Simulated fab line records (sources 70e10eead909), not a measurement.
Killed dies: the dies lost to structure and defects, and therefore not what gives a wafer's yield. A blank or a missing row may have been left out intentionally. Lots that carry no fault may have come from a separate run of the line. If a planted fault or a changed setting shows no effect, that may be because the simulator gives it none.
A lot that was struck, set against a sound lot :: flow nand harc :: 14 steps out of a route of 1302
Sound: wafers L158.2, L158.3, L158.6. The struck wafers were L151.1, L151.2, L151.4. Last of all comes the cause.
Each step with rows lists, per side, the tool, then ch with its chambers, then its first start. Under that, the readings that differ: sound wafers :: struck wafers :: difference of the means :: sigmas: that difference in standard deviations of wafers without a fault.
alike: a reading whose means differ by less than 2 such deviations, as well as words and numbers matching on both sides. not compared: withheld readings; readings where some wafer has no value; bounds like >300 that might hide an equal value; numbers whose values overlap and for which the record gives no deviation.
The two part at a step that has a row with sigmas, a row that says differs or no value, or rows on one side only. Non-overlapping numbers with no deviation appear without sigmas and do not part them. A reading that every wafer of one side lacks parts them only if that side has two wafers or more.

first, 3 steps without rows for these wafers: NHARC_A_CHANNEL_HOLE_D2_EXPOSE_07 (exposes mask HOLE D2, target cd 100 nm); NHARC_A_CHANNEL_HOLE_D2_PEB_08 (peb time 65 s); NHARC_A_CHANNEL_HOLE_D2_DEVELOP_09 (develop time 35 s).
NHARC_A_CHANNEL_HOLE_D2_CD_MEAS_10: the cd target is 100 nm.
  sound on cd sem-01 ch 0, day 21 10:14; struck on cd sem-01 ch 0, day 18 14:38
  alike: cd nm
NHARC_A_CHANNEL_HOLE_D2_OVL_MEAS_11:
  sound on overlay-01, day 21 10:20; struck on overlay-01, day 18 14:43
  alike: overlay x nm, overlay y nm
NHARC_A_CHANNEL_HOLE_D2_INSPECT_12:
  sound on defect inspect-02, day 21 10:22; struck on defect inspect-02, day 18 14:45
  alike: raw defect count
NHARC_A_CHANNEL_HOLE_D2_DESCUM_15: chemistry O2, time 3 s.
  sound on rie diel-02 ch 2,3, day 21 10:26; struck on rie diel-02 ch 0,1,2, day 18 14:49
  alike: drypump motor current A, o2 flow sccm, oes product au, rf vpp V, showerhead plenum p Torr, throttle valve pct
  not compared: rf hours counter h
NHARC_A_CHANNEL_HOLE_D2_ETCH_38: etches the open film in CF4, target depth 39 nm, time 65 s.
  sound on rie diel-02 ch 0,1,3, day 21 10:31; struck on rie diel-02 ch 0,2,3, day 18 14:54
  alike: bias w, cf4 flow sccm, drypump motor current A, oes product au, rf vpp V, showerhead plenum p Torr, throttle valve pct
  not compared: rf hours counter h
NHARC_A_CHANNEL_HOLE_D2_ETCH_39: etches the open film in N2/H2, target depth 260 nm, time 325 s.
  sound: rie diel-02 ch 0,2; struck: rie diel-02 ch 1,2,3
  alike: bias w, chamber pressure mTorr, drypump motor current A, h2 flow sccm, oes product au, rf vpp V, showerhead plenum p Torr, throttle valve pct
  not compared: rf hours counter h
NHARC_A_CHANNEL_HOLE_D2_ETCH_34: etches the open film in CF4/CHF3, target depth 154 nm, time 77 s.
  sound: rie diel-02 ch 2,3; struck: rie diel-02 ch 0,1,3
  alike: bias w, cf4 flow sccm, drypump motor current A, oes product au, rf vpp V, showerhead plenum p Torr, throttle valve pct
  not compared: rf hours counter h
then, 1 step without rows for these wafers: NHARC_A_CHANNEL_HOLE_D2_ETCH_16 (etches the open film in O2/COS, target depth 3100 nm, time 806 s).
NHARC_A_CHANNEL_HOLE_D2_CD_MEAS_18:
  sound on cd sem-01, day 21 11:32; struck on cd sem-01, day 18 15:56
  alike: cd nm
NHARC_A_CHANNEL_HOLE_D2_ETCH_19: etches the open film in C4F8/O2/Ar, time 34.5 s.
  sound on har etch-02 ch 0,1, day 21 12:16; struck on har etch-01 ch 0,1, day 18 16:54
  no value came back on the struck wafers for any of 7 readings (bias v (V), c4f8 flow sccm (sccm) and others); on the sound wafers bias v (V) reads 1196 1201 1190
  not compared: rf hours counter h
NHARC_A_CHANNEL_HOLE_D2_ETCH_20: etches the open film in C4F8/O2/Ar, time 361.9 s, target depth 1600 nm.
  sound on har etch-02 ch 0,1, day 21 12:22; struck on har etch-01 ch 0,1, day 18 17:01
reading: showerhead plenum p Torr (Torr)
sound: 3.90 3.90 3.90
struck: 3.56 3.44 3.44
difference: -0.42
sigmas: -2
  alike: c4f8 flow sccm, chamber pressure mTorr, drypump motor current A, o2 flow sccm, temp c, throttle valve pct
  not compared: rf hours counter h

## WHERE THEY PART
First at NHARC_A_CHANNEL_HOLE_D2_ETCH_19; last, within this record, at NHARC_A_CHANNEL_HOLE_D2_ETCH_20.

WHY: whatever the simulator had introduced
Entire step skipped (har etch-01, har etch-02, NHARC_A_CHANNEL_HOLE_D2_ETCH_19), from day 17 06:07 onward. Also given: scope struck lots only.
